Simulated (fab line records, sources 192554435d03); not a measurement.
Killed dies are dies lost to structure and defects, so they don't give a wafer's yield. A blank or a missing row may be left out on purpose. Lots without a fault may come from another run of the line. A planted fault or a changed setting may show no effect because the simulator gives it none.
fab line records | flow n5_finfet
record lots=7 wafers=39
route steps=1938 shown FIN_SAQP@98 SD_EPI_P@321 BEOL_M0_SAQP@676
start_h: hours from the record's first day to the start of the lot's first wafer shown | wait_h: hours since the lot's step before | " the same as in the row above | L1.1+2: a row that stands for several wafers | - no value, or no start given | * or withheld: withheld | < > ~ a bound
route shown NAME@n: a module of which the file shows steps, and the number in the route of the first | usual: mean/standard deviation of fault-free wafers | same: alike in all rows | chamber/n: place in a boat | sites: the reading at each site | _std_site: their standard deviation | _edge_site: outer sites' mean less inner sites' | radius_mm: how far each site lies from the wafer's centre | mask NAME#n: copy n | behind: the tool/chamber that last shaped the wafer | hold: why the lot was held/for how many hours/how that ended | device: the transistor (n, p or np) that didn't switch | end of line: the same wafers' tests at the end of the route | a step without rows: its recipe alone | killed: dies lost to structure and defects at the first sort, not the wafer's yield | map: a wafer's dies, x killed, . not, _ none there
set.NAME: the setting as run; set.NAME@STEP: as run at that earlier step | model.NAME: the simulator's own value behind a step, which no gauge read
lots whose settings were changed on purpose; a table a step, a row a wafer
## steps
# step N5_FIN_SAQP_PECVD_47
# recipe material=a-Si target_thk_a=450 temp_c=400 precursor=SiH4/He pressure_torr=3 rf_w=100 time_s=36.3
# columns lot.wafer tool chamber start_h wait_h set.time_s model.a-Si_of_FIN_SAQP_PECVD_47.thk_nm
L084.1 pecvd-04 2 81.19 0.0 36.3 45.63
L084.2 " 0 " " 30.47 37.02
L084.3 " 1 " " 30.47 37.91
L084.4 " 0 " " 36.3 45.34
L084.5 " 1 " " 30.47 38.38
L084.6 " 2 " " 36.3 46.38
L085.1 pecvd-04 2 88.31 0.0 36.3 44.71
L085.2 " 0 " " 36.3 43.59
L085.3 " 1 " " 36.3 43.25
L085.4 " 1 " " 36.3 44.96
L085.5 " 2 " " 36.3 45.67
L085.6 " 0 " " 36.3 44.17
L089.1 pecvd-02 0 111.14 0.0 36.3 44.57
L089.2 " 2 " " 36.3 44.81
L089.5 " 2 " " 36.3 45.58
L090.1 pecvd-01 0 117.90 0.0 36.3 43.21
L090.2 " 1 " " 21.66 26.97
L090.3 " 2 " " 36.3 43.84
L090.4 " 0 " " 21.66 25.73
L090.5 " 1 " " 21.66 26.8
L090.6 " 2 " " 36.3 44.69
L091.1 pecvd-04 1 123.21 0.0 36.3 44.71
L091.2 " 0 " " 25.13 30.46
L091.3 " 2 " " 25.13 31.04
L091.4 " 2 " " 25.13 31.71
L091.5 " 1 " " 36.3 45.15
L091.6 " 0 " " 36.3 45.13
L092.1 pecvd-04 2 129.07 0.0 36.3 44.73
L092.2 " 0 " " 28.2 33.92
L092.3 " 1 " " 36.3 44.16
L092.4 " 0 " " 36.3 45.13
L092.5 " 2 " " 28.2 36.06
L092.6 " 1 " " 28.2 34.08
L093.1 pecvd-02 2 135.62 0.0 36.3 43.83
L093.2 " 1 " " 52.84 65.51
L093.3 " 0 " " 36.3 44.98
L093.4 " 1 " " 52.84 66.45
L093.5 " 2 " " 36.3 44.71
L093.6 " 0 " " 52.84 66.28
# step N5_FIN_SAQP_PECVD_48
# recipe material=SiNx target_thk_a=250 temp_c=400 precursor=SiH4/NH3/N2 pressure_torr=1.5 rf_w=300 time_s=22.1
# step N5_FIN_SAQP_PECVD_06
# recipe material=a-Si target_thk_a=600 temp_c=400 precursor=SiH4/He pressure_torr=3 rf_w=100 time_s=48.1
# step N5_FIN_SAQP_ETCH_57
# recipe chemistry=CH3F/O2 target=SiNx mask_material=SiO2 target_depth_a=325 time_s=46.4 pressure_mtorr=30 source_w=395 bias_w=73 Ar_flow_sccm=150 CH3F_flow_sccm=30 O2_flow_sccm=20 ion_energy_ev=120 ends=cleared
# step N5_FIN_SAQP_ETCH_65
# recipe chemistry=CF4 target=SiO2 target_depth_a=40 ion_energy_ev=350 time_s=4.4 pressure_mtorr=10 icp_w=800 bias_w=400 cf4_flow_sccm=80
# step N5_FIN_SAQP_MANDREL_ETCH_58
# recipe chemistry=HBr/Cl2 target=a-Si target_depth_a=450 bt_time_s=10 stop_on=SiNx mask_material=SiO2 over_etch_frac=0.8 time_s=27 pressure_mtorr=10 icp_w=800 bias_w=75 HBr_flow_sccm=150 Cl2_flow_sccm=80 ends=end_point
# usual oes_product_au=0.691/0.0086
# columns lot.wafer tool chamber start_h wait_h set.time_s@FIN_SAQP_PECVD_47 oes_product_au model.etch.depth_nm
L084.1 rie_si-04 3 84.27 0.0 36.3 0.700 45.63
L084.2 " 1 " " 30.47 0.632 37.02
L084.3 " 0 " " 30.47 0.635 37.91
L084.4 " 2 " " 36.3 0.706 45.34
L084.5 " 3 " " 30.47 0.634 38.38
L084.6 " 0 " " 36.3 0.707 46.38
L085.1 rie_si-06 3 92.04 0.0 36.3 0.703 44.71
L085.2 " 2 " " 36.3 0.673 43.59
L085.3 " 1 " " 36.3 0.688 43.25
L085.4 " 0 " " 36.3 0.693 44.96
L085.5 " 2 " " 36.3 0.685 45.67
L085.6 " 1 " " 36.3 0.694 44.17
L089.1 rie_si-01 0 114.41 0.0 36.3 0.680 44.57
L089.2 " 1 " " 36.3 0.694 44.81
L089.5 " 2 " " 36.3 0.689 45.58
L090.1 rie_si-06 0 120.72 0.0 36.3 0.665 43.21
L090.2 " 1 " " 21.66 0.550 26.97
L090.3 " 2 " " 36.3 0.677 43.84
L090.4 " 3 " " 21.66 0.532 25.73
L090.5 " 1 " " 21.66 0.547 26.8
L090.6 " 2 " " 36.3 0.683 44.69
L091.1 rie_si-04 0 126.36 0.0 36.3 0.688 44.71
L091.2 " 2 " " 25.13 0.575 30.46
L091.3 " 1 " " 25.13 0.577 31.04
L091.4 " 3 " " 25.13 0.579 31.71
L091.5 " 0 " " 36.3 0.692 45.15
L091.6 " 3 " " 36.3 0.679 45.13
L092.1 rie_si-01 0 132.18 0.0 36.3 0.682 44.73
L092.2 " 2 " " 28.2 0.609 33.92
L092.3 " 3 " " 36.3 0.686 44.16
L092.4 " 1 " " 36.3 0.689 45.13
L092.5 " 3 " " 28.2 0.611 36.06
L092.6 " 2 " " 28.2 0.603 34.08
L093.1 rie_si-06 1 138.57 0.0 36.3 0.690 43.83
L093.2 " 0 " " 52.84 0.856 65.51
L093.3 " 3 " " 36.3 0.706 44.98
L093.4 " 2 " " 52.84 0.859 66.45
L093.5 " 2 " " 36.3 0.684 44.71
L093.6 " 1 " " 52.84 0.882 66.28
# step N5_SD_EPI_P_EPI_21
# recipe material=SiGe:B dopant=B temp_c=550 pressure_torr=20 ambient=H2 time_s=355
# columns lot.wafer tool chamber start_h wait_h set.time_s model.SiGe-B_of_SD_EPI_P_EPI_21.thk_nm
L084.1 epi_rpcvd-02 0 115.27 0.1 355 60.4
L084.2 " 0 " " 355 60.2
L084.3 " 0 " " 355 60.8
L084.4 " 0 " " 355 61.6
L084.5 " 0 " " 355 61.4
L084.6 " 0 " " 355 60.6
L085.1 epi_rpcvd-02 0 123.21 0.1 167.4 31.4
L085.2+6 " 0 " " 167.4 31.6
L085.3 " 0 " " 355 60.6
L085.4 " 0 " " 355 61.4
L085.5 " 0 " " 355 61.6
L089.1 epi_rpcvd-02 0 146.21 0.2 355 60.6
L089.2 " 0 " " 355 60.8
L089.5 " 0 148.13 2.0 355 60.2
L090.1 epi_rpcvd-04 0 153.29 0.1 355 59.8
L090.2 " 0 " " 177.8 33
L090.3 " 0 " " 177.8 32.2
L090.4 " 0 " " 355 59.6
L090.5 " 0 " " 177.8 32.4
L090.6 " 0 " " 355 60.6
L091.1 epi_rpcvd-04 0 158.64 0.2 355 62
L091.2 " 0 " " 355 61.6
L091.3+6 " 0 " " 198.2 37.2
L091.4 " 0 " " 355 61.4
L091.5 " 0 " " 198.2 37.6
L092.1+6 epi_rpcvd-04 0 164.62 0.1 355 60.6
L092.2 " 0 " " 355 60.8
L092.3 " 0 " " 230.6 43
L092.4 " 0 " " 230.6 42.4
L092.5 " 0 " " 230.6 42
L093.1+6 epi_rpcvd-02 0 172.08 0.1 355 59.8
L093.2 " 0 " " 355 59.4
L093.3+4+5 " 0 " " 355 60
# step N5_SD_EPI_P_EPI_MEAS_23
# recipe mode=xrd
# usual thk_nm=60.9/1.4
# columns lot.wafer tool chamber start_h wait_h set.time_s@SD_EPI_P_EPI_21 thk_nm
L084.1 film_metro-01 - 117.48 1.9 355 60.5
L084.2 " - " " 355 61.1
L084.3 " - " " 355 61.2
L084.4 " - " " 355 61.1
L084.5 " - " " 355 59.2
L084.6 " - " " 355 60.5
L085.1 film_metro-02 - 125.40 1.9 167.4 32.1
L085.2 " - " " 167.4 32.6
L085.3 " - " " 355 61.5
L085.4 " - " " 355 59.1
L085.5 " - " " 355 62.6
L085.6 " - " " 167.4 30.2
L089.1 film_metro-01 - 149.13 2.4 355 59.8
L089.2 " - " " 355 60.5
L089.5 " - " " 355 59.5
L090.1 film_metro-01 - 155.49 1.8 355 59.3
L090.2 " - " " 177.8 32.6
L090.3 " - " " 177.8 32.3
L090.4 " - " " 355 58.6
L090.5 " - " " 177.8 33.2
L090.6 " - " " 355 61.0
L091.1 film_metro-02 - 161.56 2.4 355 62.0
L091.2 " - " " 355 63.1
L091.3 " - " " 198.2 38.5
L091.4 " - " " 355 62.2
L091.5 " - " " 198.2 39.4
L091.6 " - " " 198.2 37.2
L092.1 film_metro-02 - 166.81 1.8 355 60.7
L092.2 " - " " 355 61.0
L092.3 " - " " 230.6 41.7
L092.4 " - " " 230.6 43.9
L092.5 " - " " 230.6 42.3
L092.6 " - " " 355 59.6
L093.1 film_metro-02 - 174.27 1.8 355 58.3
L093.2 " - " " 355 59.8
L093.3 " - " " 355 60.9
L093.4 " - " " 355 61.3
L093.5 " - " " 355 58.8
L093.6 " - " " 355 61.4
# step N5_SD_EPI_P_HM_STRIP_48
# recipe chemistry=H3PO4 temp_c=160 material=SiNx target=SiNx target_depth_a=30 overetch_fraction=0.3
# step N5_SD_EPI_P_SRD_49
# recipe dry=ipa_marangoni time_s=30 temp_c=23 rinse_liquid=diw
# step N5_SD_EPI_P_PRECLEAN_24
# recipe chemistry=O3/DIW time_s=45 temp_c=22 o3_ppm=10
# columns lot.wafer tool chamber start_h wait_h set.time_s@SD_EPI_P_EPI_21 model.SiGe-B_of_SD_EPI_P_EPI_21.thk_nm
L084.1 wet_bench-04 0 117.59 0.0 355 60
L084.2 " 6 " " 355 59.8
L084.3 " 5 " " 355 60.4
L084.4 " 3 " " 355 61.2
L084.5 " 4 " " 355 60.8
L084.6 " 7 " " 355 60.2
L085.1 wet_bench-04 2 125.51 0.0 167.4 31
L085.2+6 " 7,4 " " 167.4 31.4
L085.3 " 0 " " 355 60.2
L085.4 " 1 " " 355 60.8
L085.5 " 3 " " 355 61
L089.1 wet_bench-04 3 149.24 0.0 355 60.2
L089.2 " 6 " " 355 60.4
L089.5 " 4 " " 355 59.8
L090.1 wet_bench-02 3 155.60 0.0 355 59.2
L090.2 " 2 " " 177.8 32.8
L090.3 " 5 " " 177.8 32
L090.4 " 0 " " 355 59
L090.5 " 1 " " 177.8 32.2
L090.6 " 4 " " 355 60.2
L091.1 wet_bench-02 6 161.67 0.0 355 61.6
L091.2 " 7 " " 355 61
L091.3+6 " 5,2 " " 198.2 37
L091.4 " 0 " " 355 60.8
L091.5 " 1 " " 198.2 37.4
L092.1 wet_bench-02 3 166.92 0.0 355 60.2
L092.2 " 5 " " 355 60.4
L092.3 " 1 " " 230.6 42.6
L092.4 " 4 " " 230.6 42.2
L092.5 " 6 " " 230.6 41.6
L092.6 " 2 " " 355 60
L093.1+5+6 wet_bench-04 7,4,0 174.39 0.0 355 59.4
L093.2 " 5 " " 355 58.8
L093.3+4 " 6,3 " " 355 59.6
# step N5_BEOL_M0_SAQP_SPACER2_ALD_26
# recipe material=SiO2 target_thk_a=150 temp_c=300 ald_precursor_family=BDEAS ald_co_reactant=O2-plasma pulse_time_s=1 purge_time_s=2 co_reactant_purge_time_s=2 pressure_torr=2
# columns lot.wafer tool chamber start_h wait_h set.target_thk_a model.SiO2_of_BEOL_M0_SAQP_SPACER2_ALD_26.thk_nm
L084.1+3 ald_sin-03 2,0 168.52 0.1 191.8 19.2
L084.2+4+5 " 3,1,0 " " 150 15
L084.6 " 3 " " 191.8 19.4
L085.1+3+4 ald_sin-01 2,1,0 183.27 0.5 72.5 7.2
L085.2+6 " 3,0 " " 150 15
L085.5 " 1 " " 150 14.8
L089.1+2 ald_sin-04 2,1 202.66 0.1 150 15
L089.5 " 2 " " 150 14.8
L090.1+3+4+5+6 ald_sin-03 2,3,0,3,0 208.73 0.1 150 15.2
L090.2 " 1 " " 150 15
L091.1+3 ald_sin-03 1,3 212.47 0.1 150 15
L091.2+4+5 " 0,2,1 " " 61.95 6.2
L091.6 " 0 " " 150 15.2
L092.1+2+3+4+5+6 ald_sin-01 3,1,2,1,3,2 220.34 0.1 150 15
L093.1+4 ald_sin-01 2,3 224.37 0.1 115.5 11.6
L093.2 " 1 " " 150 14.8
L093.3+6 " 3,2 " " 150 15
L093.5 " 1 " " 115.5 11.4
# step N5_BEOL_M0_SAQP_SPACER2_ETCHBACK_27
# recipe chemistry=CHF3/O2 mode=anisotropic_etchback target=SiO2 target_depth_a=225 time_s=11.25 pressure_mtorr=30 source_w=650 bias_w=170 Ar_flow_sccm=200 CHF3_flow_sccm=50 O2_flow_sccm=5 ion_energy_ev=200
# step N5_BEOL_M0_SAQP_MANDREL2_REMOVE_110
# recipe chemistry=HBr/Cl2/O2 bt_time_s=10 target=a-Si stop_on=SiCN endpoint=OES-SiCl over_etch_frac=1 icp_w=600 bias_w=30 HBr_flow_sccm=150 Cl2_flow_sccm=80 O2_flow_sccm=5 pressure_mtorr=10
# columns lot.wafer tool chamber start_h wait_h set.target_thk_a@BEOL_M0_SAQP_SPACER2_ALD_26 model.BEOL_M0_SAQP.cd_nm model.SiO2_of_BEOL_M0_SAQP_SPACER2_ALD_26.thk_nm
L084.1 rie_si-02 2 169.18 0.1 191.8 19.4 14.8
L084.2+5 " 1 " " 150 15 10.6
L084.3 " 0 " " 191.8 19.2 14.8
L084.4 " 3 " " 150 15.2 10.6
L084.6 " 0 " " 191.8 19.2 15
L085.1+4 rie_si-02 0,1 183.92 0.1 72.5 7.2 3.2
L085.2 " 3 " " 150 15 10.6
L085.3 " 2 " " 72.5 7.4 3.2
L085.5 " 0 " " 150 14.8 10.4
L085.6 " 1 " " 150 14.8 10.6
L089.1+2 rie_si-02 1,0 203.29 0.1 150 14.8 10.6
L089.5 " 0 " " 150 14.8 10.4
L090.1+4+6 rie_si-05 2,0,0 209.37 0.1 150 15.2 10.8
L090.2 " 1 " " 150 15 10.6
L090.3+5 " 3,1 " " 150 15 10.8
L091.1 rie_si-02 1 213.17 0.1 150 14.8 10.6
L091.2+5 " 3 " " 61.95 6.2 2.8
L091.3+6 " 0 " " 150 15 10.6
L091.4 " 2 " " 61.95 6.4 2.8
L092.1+3+6 rie_si-05 2,0,2 221.01 0.1 150 15.2 10.6
L092.2+4+5 " 3,1,1 " " 150 15 10.6
L093.1+4 rie_si-05 2,0 225.14 0.1 115.5 11.8 7.2
L093.2 " 3 " " 150 14.8 10.4
L093.3 " 1 " " 150 15 10.6
L093.5 " 1 " " 115.5 11.4 7
L093.6 " 0 " " 150 15.2 10.6
# step N5_BEOL_M0_SAQP_CD_MEAS_29
# recipe target_cd_nm=14.4 landing_energy_ev=1000 detector=se_inlens
# usual cd_nm=15.00/0.26
# columns lot.wafer tool chamber start_h wait_h set.target_thk_a@BEOL_M0_SAQP_SPACER2_ALD_26 cd_nm
L084.1 cd_sem-03 0 169.29 0.1 191.8 19.59
L084.2 " 0 " " 150 14.95
L084.3 " 0 " " 191.8 19.67
L084.4 " 0 " " 150 14.97
L084.5 " 0 " " 150 15.10
L084.6 " 0 " " 191.8 19.07
L085.1 cd_sem-01 0 184.03 0.1 72.5 7.26
L085.2 " 0 " " 150 15.21
L085.3 " 0 " " 72.5 7.36
L085.4 " 0 " " 72.5 7.44
L085.5 " 0 " " 150 14.84
L085.6 " 0 " " 150 14.65
L089.1 cd_sem-03 0 203.40 0.1 150 14.56
L089.2 " 0 " " 150 14.78
L089.5 " 0 " " 150 14.55
L090.1 cd_sem-02 0 209.48 0.1 150 15.16
L090.2 " 0 " " 150 15.25
L090.3 " 0 " " 150 15.14
L090.4 " 0 " " 150 15.14
L090.5 " 0 " " 150 14.81
L090.6 " 0 " " 150 15.07
L091.1 cd_sem-03 0 213.28 0.1 150 14.89
L091.2 " 0 " " 61.95 6.01
L091.3 " 0 " " 150 15.29
L091.4 " 0 " " 61.95 6.47
L091.5 " 0 " " 61.95 6.13
L091.6 " 0 " " 150 15.32
L092.1 cd_sem-02 0 221.12 0.1 150 15.50
L092.2 " 0 " " 150 14.72
L092.3 " 0 " " 150 15.45
L092.4 " 0 " " 150 14.98
L092.5 " 0 " " 150 14.70
L092.6 " 0 " " 150 15.34
L093.1 cd_sem-02 0 225.25 0.1 115.5 12.06
L093.2 " 0 " " 150 14.83
L093.3 " 0 " " 150 15.11
L093.4 " 0 " " 115.5 11.84
L093.5 " 0 " " 115.5 11.39
L093.6 " 0 " " 150 14.92
## key
split step=N5_FIN_SAQP_PECVD_47 setting=time_s stated=36.3 by=wafer
response step=N5_FIN_SAQP_PECVD_47 reading=model.a-Si_of_FIN_SAQP_PECVD_47.thk_nm change=+0.456 per=1% r=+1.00
response step=N5_FIN_SAQP_MANDREL_ETCH_58 reading=oes_product_au change=+0.0036 per=1% r=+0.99
response step=N5_FIN_SAQP_MANDREL_ETCH_58 reading=model.etch.depth_nm change=+0.456 per=1% r=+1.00
split step=N5_SD_EPI_P_EPI_21 setting=time_s stated=355 by=wafer
response step=N5_SD_EPI_P_EPI_21 reading=model.SiGe-B_of_SD_EPI_P_EPI_21.thk_nm change=+0.55 per=1% r=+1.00
response step=N5_SD_EPI_P_EPI_MEAS_23 reading=thk_nm change=* per=1% r=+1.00
response step=N5_SD_EPI_P_PRECLEAN_24 reading=model.SiGe-B_of_SD_EPI_P_EPI_21.thk_nm change=+0.544 per=1% r=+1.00
split step=N5_BEOL_M0_SAQP_SPACER2_ALD_26 setting=target_thk_a stated=150 by=wafer
response step=N5_BEOL_M0_SAQP_SPACER2_ALD_26 reading=model.SiO2_of_BEOL_M0_SAQP_SPACER2_ALD_26.thk_nm change=+0.151 per=1% r=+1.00
response step=N5_BEOL_M0_SAQP_MANDREL2_REMOVE_110 reading=model.BEOL_M0_SAQP.cd_nm change=+0.148 per=1% r=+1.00
response step=N5_BEOL_M0_SAQP_MANDREL2_REMOVE_110 reading=model.SiO2_of_BEOL_M0_SAQP_SPACER2_ALD_26.thk_nm change=+0.139 per=1% r=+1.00
response step=N5_BEOL_M0_SAQP_CD_MEAS_29 reading=cd_nm change=+0.15 per=1% r=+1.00
